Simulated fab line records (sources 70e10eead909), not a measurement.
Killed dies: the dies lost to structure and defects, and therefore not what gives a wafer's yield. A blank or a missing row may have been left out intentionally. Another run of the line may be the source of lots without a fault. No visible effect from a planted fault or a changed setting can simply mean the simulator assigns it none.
Matching of chambers :: flow nandHarc :: NHARC_A_STAIRCASE_ETCH_444 on rieDiel-09 has 4 sister chambers
The step etches the open film in C4F8/O2, target depth 20400 nm, time 6800 s. 18 wafers are shown with their chamber, then 9 later ones without.

## WAFERS PAIRED WITH THEIR CHAMBERS
wafer: L076.3
chamber: 1
rfVppV (V): 804
chamberPressureMTorr (mTorr): 24.979
oesProductAu (a.u.): 0.935

wafer: L076.4
chamber: 2
rfVppV (V): 807
chamberPressureMTorr (mTorr): 24.988
oesProductAu (a.u.): 0.928

wafer: L076.6
chamber: 2
rfVppV (V): 807
chamberPressureMTorr (mTorr): 25.004
oesProductAu (a.u.): 0.924

wafer: L079.1
chamber: 2
rfVppV (V): 807
chamberPressureMTorr (mTorr): 24.982
oesProductAu (a.u.): 0.929

wafer: L079.4
chamber: 0
rfVppV (V): 811
chamberPressureMTorr (mTorr): 24.997
oesProductAu (a.u.): 0.935

wafer: L079.5
chamber: 3
rfVppV (V): 814
chamberPressureMTorr (mTorr): 24.981
oesProductAu (a.u.): 0.930

wafer: L081.3
chamber: 3
rfVppV (V): 813
chamberPressureMTorr (mTorr): 25.017
oesProductAu (a.u.): 0.918

wafer: L081.2
chamber: 2
rfVppV (V): 807
chamberPressureMTorr (mTorr): 24.965
oesProductAu (a.u.): 0.920

wafer: L081.6
chamber: 0
rfVppV (V): 811
chamberPressureMTorr (mTorr): 25.027
oesProductAu (a.u.): 0.925

wafer: L084.2
chamber: 3
rfVppV (V): 814
chamberPressureMTorr (mTorr): 24.980
oesProductAu (a.u.): 0.978

wafer: L084.3
chamber: 0
rfVppV (V): 811
chamberPressureMTorr (mTorr): 25.012
oesProductAu (a.u.): 0.952

wafer: L084.4
chamber: 2
rfVppV (V): 807
chamberPressureMTorr (mTorr): 25.017
oesProductAu (a.u.): 0.975

wafer: L087.1
chamber: 2
rfVppV (V): 807
chamberPressureMTorr (mTorr): 24.983
oesProductAu (a.u.): 0.911

wafer: L087.5
chamber: 3
rfVppV (V): 813
chamberPressureMTorr (mTorr): 24.990
oesProductAu (a.u.): 0.926

wafer: L087.6
chamber: 2
rfVppV (V): 808
chamberPressureMTorr (mTorr): 25.019
oesProductAu (a.u.): 0.920

wafer: L089.2
chamber: 1
rfVppV (V): 802
chamberPressureMTorr (mTorr): 25.034
oesProductAu (a.u.): 0.931

wafer: L089.3
chamber: 3
rfVppV (V): 814
chamberPressureMTorr (mTorr): 25.003
oesProductAu (a.u.): 0.931

wafer: L089.5
chamber: 1
rfVppV (V): 803
chamberPressureMTorr (mTorr): 25.005
oesProductAu (a.u.): 0.936

SIGNATURES (averages over the wafers above)
reading: rfVppV
chamber 0: 811.00
chamber 1: 803.00
chamber 2: 807.14
chamber 3: 813.60
scatter within a chamber: 0.538

reading: chamberPressureMTorr
chamber 0: 25.01200
chamber 1: 25.00600
chamber 2: 24.99400
chamber 3: 24.99420
scatter within a chamber: 0.0195

reading: oesProductAu
chamber 0: 0.93733
chamber 1: 0.93400
chamber 2: 0.92957
chamber 3: 0.93660
scatter within a chamber: 0.0194
Rule: a wafer's distance from a chamber is the root of the sum, over the readings, of the square of ((its reading less the chamber's mean) divided by the reading's scatter). The wafer belongs to the nearest chamber; if the next one is less than 2 further off, it can't be placed. The scatter is the square root of a quotient: the sum, over the shown wafers, of each reading's squared deviation from its chamber's mean, divided by wafers minus chambers.

## WAFERS WITH NO CHAMBER GIVEN
wafer: L093.1
rfVppV (V): 810
chamberPressureMTorr (mTorr): 25.043
oesProductAu (a.u.): 0.923

wafer: L093.4
rfVppV (V): 805
chamberPressureMTorr (mTorr): 25.008
oesProductAu (a.u.): 0.911

wafer: L093.6
rfVppV (V): 810
chamberPressureMTorr (mTorr): 25.019
oesProductAu (a.u.): 0.919

wafer: L094.3
rfVppV (V): 805
chamberPressureMTorr (mTorr): 24.986
oesProductAu (a.u.): 0.921

wafer: L094.4
rfVppV (V): 810
chamberPressureMTorr (mTorr): 24.995
oesProductAu (a.u.): 0.923

wafer: L094.5
rfVppV (V): 813
chamberPressureMTorr (mTorr): 25.012
oesProductAu (a.u.): 0.936

wafer: L097.4
rfVppV (V): 809
chamberPressureMTorr (mTorr): 25.009
oesProductAu (a.u.): 0.938

wafer: L097.5
rfVppV (V): 806
chamberPressureMTorr (mTorr): 25.004
oesProductAu (a.u.): 0.938

wafer: L097.6
rfVppV (V): 802
chamberPressureMTorr (mTorr): 24.985
oesProductAu (a.u.): 0.935

## EACH ONE'S CHAMBER
wafer: L093.1
from the rows above: 0
in truth: 0

wafer: L093.4
from the rows above: can't be placed: 1 or 2
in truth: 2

wafer: L093.6
from the rows above: 0
in truth: 0

wafer: L094.3
from the rows above: can't be placed: 1 or 2
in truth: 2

wafer: L094.4
from the rows above: 0
in truth: 0

wafer: L094.5
from the rows above: 3
in truth: 3

wafer: L097.4
from the rows above: can't be placed: 2 or 0
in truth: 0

wafer: L097.5
from the rows above: 2
in truth: 2

wafer: L097.6
from the rows above: 1
in truth: 1
6 of 9 placed correctly. Cannot be placed on the basis of these rows: 3; the candidates contain the true chamber in 3. Wrongly placed: 0.
